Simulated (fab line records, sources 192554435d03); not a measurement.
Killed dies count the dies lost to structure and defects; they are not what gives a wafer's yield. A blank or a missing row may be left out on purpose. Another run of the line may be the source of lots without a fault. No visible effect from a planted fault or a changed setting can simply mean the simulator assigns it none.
Struck lot and sound lot, side by side | flow n5Finfet | 15 out of 1938 route steps
Sound: wafers L164.1, L164.3, L164.6. Struck: wafer L176.3; the same lot's L176.1 was not struck, so it is left out; see the end for the cause.
Per side, at each step with rows, come the tool, then ch with its chambers, and then its first start. Under that, the readings that differ: sound wafers | struck wafers | difference of the means | sigmas: that difference in standard deviations of wafers without a fault.
alike: readings whose means differ by less than 2 such deviations, and words and numbers that are the same on both sides. not compared: withheld readings, readings that some wafer has no value for, bounds like >300 that may hide the same value, and numbers for which the record gives no deviation and whose values overlap.
Wherever a step has rows on one side only, a row that says differs or no value, or a row with sigmas, the two part there. Numbers that don't overlap but have no deviation are shown without sigmas and don't part them. A reading missing from all wafers of one side parts the sides only when that side holds two or more wafers.

N5_HKMG_FIN_ETCH_86: etches SOC in N2/H2, stops on TiN, target depth 393.2 nm.
  sound on rieDiel-02 ch 0,1,3, day 5 00:27; struck on rieDiel-01 ch 1, day 8 03:13
reading              | sound             | struck | difference | sigmas
oesProductAu (a.u.)  | 0.87 0.91 0.87    | 0.69   | -0.19      | -3
throttleValvePct (%) | 17.70 17.51 17.42 | 18.00  | +0.46      | +2
  alike: chamberPressureMTorr, drypumpMotorCurrentA, rfVppV, showerheadPlenumPTorr
  not compared: rfHoursCounterH
N5_HKMG_FIN_STRIP_89: strips SOC in N2/H2, time 20 s.
  sound on rieDiel-02 ch 0,1,3, day 5 00:31; struck on rieDiel-01 ch 1, day 8 03:17
reading              | sound             | struck | difference | sigmas
oesProductAu (a.u.)  | 0.88 0.93 0.91    | 0.69   | -0.22      | -3
rfVppV (V)           | 52.5 53.6 53.5    | 55.0   | +1.8       | +2
throttleValvePct (%) | 18.62 18.65 18.33 | 19.26  | +0.73      | +3
  alike: chamberPressureMTorr, drypumpMotorCurrentA, showerheadPlenumPTorr, tempC
  not compared: rfHoursCounterH
then, 1 step without rows for these wafers: N5_HKMG_FIN_WET_ETCH_87 (etches TiN in SC1, time 154.2 s, target depth 4.7 nm, rinse time 30 s).
N5_HKMG_FIN_STRIP_88: strips in N2/H2, time 360 s.
  sound on plasmaAsher-02 ch 0,1, day 5 00:42; struck on plasmaAsher-02 ch 0, day 8 03:28
  alike: drypumpMotorCurrentA, heaterPowerW, tempC
  not compared: rfHoursCounterH
then, 3 steps without rows for these wafers: N5_HKMG_FIN_NWFM_ALD_20 (deposits TiAlC, target thk 2 nm, pulse time 3 s, purge time 2 s); N5_HKMG_FIN_ALD_71 (deposits TiN, target thk 1 nm, pulse time 1 s, purge time 3 s); N5_HKMG_FIN_COAT_66 (time 60 s, resist thk 300 nm).
N5_HKMG_FIN_ETCH_67: etches SOC in N2/H2, stops on TiN, target depth 388.9 nm.
  sound on rieDiel-01 ch 1,2,3, day 5 01:31; struck on rieDiel-02 ch 3, day 8 04:17
reading                  | sound       | struck | difference | sigmas
drypumpMotorCurrentA (A) | 5.8 5.3 6.3 | 4.7    | -1.1       | -2
  alike: chamberPressureMTorr, oesProductAu, rfVppV, showerheadPlenumPTorr, throttleValvePct
  not compared: rfHoursCounterH
then, 3 steps without rows for these wafers: N5_HKMG_FIN_STRIP_90 (strips SOC in N2/H2, time 20 s); N5_HKMG_FIN_WET_ETCH_73 (etches the open film in SC1, time 42.3 s, target depth 1.3 nm, rinse time 30 s); N5_HKMG_FIN_ETCHBACK_68 (etches the open film in Cl2/Ar, stops on HfO2, target depth 0.5 nm).
N5_HKMG_FIN_STRIP_69: strips in N2/H2, time 360 s.
  sound on plasmaAsher-02 ch 0,1, day 5 01:53; struck on plasmaAsher-02 ch 0, day 8 04:41
  alike: drypumpMotorCurrentA, heaterPowerW, tempC
  not compared: rfHoursCounterH
N5_HKMG_FIN_ALD_21: deposits TiN, target thk 1.5 nm, pulse time 1 s, purge time 3 s.
  sound on aldMetal-01 ch 1,2,3, day 5 02:16; struck on aldMetal-01 ch 3, day 8 05:04
reading                                 | sound       | struck | difference | sigmas
aldCycles                               | 68 68 68    | 123    | +55        | 
model.TiN_of_HKMG_FIN_ALD_21.thkNm (nm) | 1.4 1.4 1.6 | 2.8    | +1.3       | 
  alike: heaterPowerW, precursorPulseHeightRel
then, 1 step without rows for these wafers: N5_HKMG_FIN_ALD_72 (deposits W, target thk 2 nm, pulse time 1 s, purge time 2 s).
-- a jump in the record: the struck wafers' starts before and after are 3 days apart (it breaks off in module HKMG_FIN and resumes in module BEOL_M4, where the first step shown is number 1111 of the route) --
N5_BEOL_M4_RC_MEAS_101:
  sound on prober-01 ch 0, day 8 09:23; struck on prober-01 ch 0, day 11 15:01
  alike: DIBL_N, DIBL_P, IOFF_N, IOFF_P, ION_N, ION_P, SS_N, SS_P, VT_N, VT_P

## WHERE THEY PART
First at N5_HKMG_FIN_ETCH_86; last, within this record, at N5_HKMG_FIN_ETCH_67. Later steps at which nothing parts them and some readings are alike: N5_HKMG_FIN_STRIP_69, N5_HKMG_FIN_ALD_21, N5_BEOL_M4_RC_MEAS_101.

WHY: the cause the simulator had injected
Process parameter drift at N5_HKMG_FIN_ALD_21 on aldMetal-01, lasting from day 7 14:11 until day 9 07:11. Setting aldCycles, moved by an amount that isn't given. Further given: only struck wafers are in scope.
